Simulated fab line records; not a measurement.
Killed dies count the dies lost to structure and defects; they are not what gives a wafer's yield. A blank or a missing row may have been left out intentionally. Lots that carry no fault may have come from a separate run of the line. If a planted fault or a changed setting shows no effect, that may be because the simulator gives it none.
Split-lot study || flow n5-finfet || 7 lots, 21 wafers read, on a route of 1938 steps

## SPLIT DETAILS
At N5_ZERO_LAYER_PECVD_02 (deposits SiO2 from SiH4/N2O, target thk 10 nm, time 6 s), the setting time-s was moved away from the recipe's 6 s on 8 of the 21 wafers read, by -10.4% to +9.4%. This setting was run at the recipe's value on the other wafers.

The split's own step is where the reading is taken.

## THE READING
SiO2_of_ZERO_LAYER_PECVD_02.thk-nm (the simulator's own value, which no gauge read), in nm, at N5_ZERO_LAYER_PECVD_02 (deposits SiO2 from SiH4/N2O, target thk 10 nm, time 6 s). The file does not state a usual value for it. Average 9.990 nm, standard deviation 0.16 nm, over the 13 wafers here run with the recipe.

{"wafer": "L075.1", "tool, chamber at the split": "pecvd-02, 2", "time-s as run, s": 6.565, "against the recipe": "+9.4%", "SiO2_of_ZERO_LAYER_PECVD_02.thk-nm, nm": 10.86, "against lot-mates on the recipe": "+0.905"}
{"wafer": "L075.3", "tool, chamber at the split": "pecvd-02, 0", "time-s as run, s": 6.565, "against the recipe": "+9.4%", "SiO2_of_ZERO_LAYER_PECVD_02.thk-nm, nm": 10.82, "against lot-mates on the recipe": "+0.865"}
{"wafer": "L075.5", "tool, chamber at the split": "pecvd-02, 0", "time-s as run, s": 6, "against the recipe": "recipe", "SiO2_of_ZERO_LAYER_PECVD_02.thk-nm, nm": 9.955, "against lot-mates on the recipe": "-"}
{"wafer": "L076.1", "tool, chamber at the split": "pecvd-02, 0", "time-s as run, s": 5.4, "against the recipe": "-10.0%", "SiO2_of_ZERO_LAYER_PECVD_02.thk-nm, nm": 8.947, "against lot-mates on the recipe": -1.093}
{"wafer": "L076.3", "tool, chamber at the split": "pecvd-02, 1", "time-s as run, s": 6, "against the recipe": "recipe", "SiO2_of_ZERO_LAYER_PECVD_02.thk-nm, nm": 10.04, "against lot-mates on the recipe": "-"}
{"wafer": "L076.4", "tool, chamber at the split": "pecvd-02, 2", "time-s as run, s": 5.4, "against the recipe": "-10.0%", "SiO2_of_ZERO_LAYER_PECVD_02.thk-nm, nm": 9.088, "against lot-mates on the recipe": -0.952}
{"wafer": "L077.2", "tool, chamber at the split": "pecvd-01, 2", "time-s as run, s": 5.377, "against the recipe": "-10.4%", "SiO2_of_ZERO_LAYER_PECVD_02.thk-nm, nm": 8.681, "against lot-mates on the recipe": -1.196}
{"wafer": "L077.3", "tool, chamber at the split": "pecvd-01, 0", "time-s as run, s": 6, "against the recipe": "recipe", "SiO2_of_ZERO_LAYER_PECVD_02.thk-nm, nm": 9.733, "against lot-mates on the recipe": "-"}
{"wafer": "L077.6", "tool, chamber at the split": "pecvd-01, 0", "time-s as run, s": 6, "against the recipe": "recipe", "SiO2_of_ZERO_LAYER_PECVD_02.thk-nm, nm": 10.02, "against lot-mates on the recipe": "-"}
{"wafer": "L079.4", "tool, chamber at the split": "pecvd-03, 0", "time-s as run, s": 6, "against the recipe": "recipe", "SiO2_of_ZERO_LAYER_PECVD_02.thk-nm, nm": 9.765, "against lot-mates on the recipe": "-"}
{"wafer": "L079.5", "tool, chamber at the split": "pecvd-03, 2", "time-s as run, s": 6, "against the recipe": "recipe", "SiO2_of_ZERO_LAYER_PECVD_02.thk-nm, nm": 9.988, "against lot-mates on the recipe": "-"}
{"wafer": "L079.6", "tool, chamber at the split": "pecvd-03, 0", "time-s as run, s": 6.546, "against the recipe": "+9.1%", "SiO2_of_ZERO_LAYER_PECVD_02.thk-nm, nm": 10.87, "against lot-mates on the recipe": "+0.993"}
{"wafer": "L080.1", "tool, chamber at the split": "pecvd-03, 2", "time-s as run, s": 5.569, "against the recipe": "-7.2%", "SiO2_of_ZERO_LAYER_PECVD_02.thk-nm, nm": 9.565, "against lot-mates on the recipe": -0.413}
{"wafer": "L080.3", "tool, chamber at the split": "pecvd-03, 0", "time-s as run, s": 6, "against the recipe": "recipe", "SiO2_of_ZERO_LAYER_PECVD_02.thk-nm, nm": 9.978, "against lot-mates on the recipe": "-"}
{"wafer": "L080.4", "tool, chamber at the split": "pecvd-03, 0", "time-s as run, s": 5.569, "against the recipe": "-7.2%", "SiO2_of_ZERO_LAYER_PECVD_02.thk-nm, nm": 9.318, "against lot-mates on the recipe": -0.660}
{"wafer": "L082.4", "tool, chamber at the split": "pecvd-02, 1", "time-s as run, s": 6, "against the recipe": "recipe", "SiO2_of_ZERO_LAYER_PECVD_02.thk-nm, nm": 10.32, "against lot-mates on the recipe": "-"}
{"wafer": "L082.5", "tool, chamber at the split": "pecvd-02, 2", "time-s as run, s": 6, "against the recipe": "recipe", "SiO2_of_ZERO_LAYER_PECVD_02.thk-nm, nm": 10.16, "against lot-mates on the recipe": "-"}
{"wafer": "L082.6", "tool, chamber at the split": "pecvd-02, 0", "time-s as run, s": 6, "against the recipe": "recipe", "SiO2_of_ZERO_LAYER_PECVD_02.thk-nm, nm": 10.12, "against lot-mates on the recipe": "-"}
{"wafer": "L088.2", "tool, chamber at the split": "pecvd-01, 1", "time-s as run, s": 6, "against the recipe": "recipe", "SiO2_of_ZERO_LAYER_PECVD_02.thk-nm, nm": 9.783, "against lot-mates on the recipe": "-"}
{"wafer": "L088.4", "tool, chamber at the split": "pecvd-01, 0", "time-s as run, s": 6, "against the recipe": "recipe", "SiO2_of_ZERO_LAYER_PECVD_02.thk-nm, nm": 10.09, "against lot-mates on the recipe": "-"}
{"wafer": "L088.5", "tool, chamber at the split": "pecvd-01, 2", "time-s as run, s": 6, "against the recipe": "recipe", "SiO2_of_ZERO_LAYER_PECVD_02.thk-nm, nm": 9.918, "against lot-mates on the recipe": "-"}

FIT RESULTS
A straight line over all 21 wafers: SiO2_of_ZERO_LAYER_PECVD_02.thk-nm changes by +0.0966 nm for each +1% of time-s; r = +0.96; the points scatter about the line by 0.17 nm.
The same after taking each lot's own level away (the mean of its wafers on the recipe; 21 wafers): +0.0989 nm for each +1%; r = +0.98; scatter 0.12 nm.
According to that fit, moving time-s by its largest amount changes the reading by 1 nm.
Measured against the standard deviation above, the lots' own levels, which go from 9.8765 to 10.2000 nm, span 2.0 times it.
Consequently the slope shifts little with the lot-to-lot level, the two slopes agreeing.
Check: with one of the wafers moved furthest among these (-10.4%) left out of the fit, the line predicts -0.981 nm for it against its lot-mates. It came out at -1.2 nm against them.

## FILE'S OWN FIT
SiO2_of_ZERO_LAYER_PECVD_02.thk-nm changes by +0.102 nm for each +1% of time-s, r = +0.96.
